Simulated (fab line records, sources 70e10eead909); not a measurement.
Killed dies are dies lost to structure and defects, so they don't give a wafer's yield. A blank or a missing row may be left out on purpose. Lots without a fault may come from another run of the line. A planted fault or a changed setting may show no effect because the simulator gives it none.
Chamber matching | flow nand_harc | NHARC_A_CONTACT_DEP_58 on pecvd-04: 3 sister chambers
The step deposits SiON, target thk 60 nm. 14 wafers are shown with their chamber, then 7 later ones without.

WAFERS WITH THEIR CHAMBER
wafer  | chamber | heater_power_w (W)
L080.2 | 2       | 587
L080.5 | 1       | 791
L080.6 | 2       | 572
L081.2 | 2       | 580
L081.3 | 1       | 788
L081.4 | 1       | 792
L081.1 | 0       | 762
L081.5 | 0       | 763
L081.6 | 2       | 574
L084.1 | 1       | 725
L084.4 | 0       | 737
L084.6 | 1       | 749
L089.3 | 0       | 740
L089.4 | 0       | 722

SIGNATURES (means of the wafers above)
reading        | chamber 0 | chamber 1 | chamber 2 | scatter within a chamber
heater_power_w | 744.80    | 769.00    | 578.25    | 21.5
Rule: a wafer's distance from a chamber is the root of the sum, over the readings, of the square of ((its reading less the chamber's mean) divided by the reading's scatter). The wafer belongs to the nearest chamber; if the next one is less than 2 further off, it can't be placed. The scatter: the root of (the sum of the squares of (reading less its chamber's mean) over the shown wafers, divided by (wafers less chambers)).

WAFERS WITHOUT THEIR CHAMBER
wafer  | heater_power_w (W)
L089.6 | 597
L088.3 | 740
L088.4 | 727
L088.5 | 657
L095.1 | 628
L095.5 | 729
L095.6 | 767

WHICH CHAMBER EACH WENT THROUGH
wafer  | from the rows above          | in truth
L089.6 | 2                            | 2
L088.3 | can't be placed: 0 or 1      | 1
L088.4 | can't be placed: 0 or 1      | 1
L088.5 | can't be placed: 2 or 0 or 1 | 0
L095.1 | 2                            | 2
L095.5 | can't be placed: 0 or 1      | 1
L095.6 | can't be placed: 1 or 0      | 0
Placed correctly: 2 of 7. Can't be placed from these rows: 5 (the true chamber is among the candidates in 5). Placed wrongly: 0.
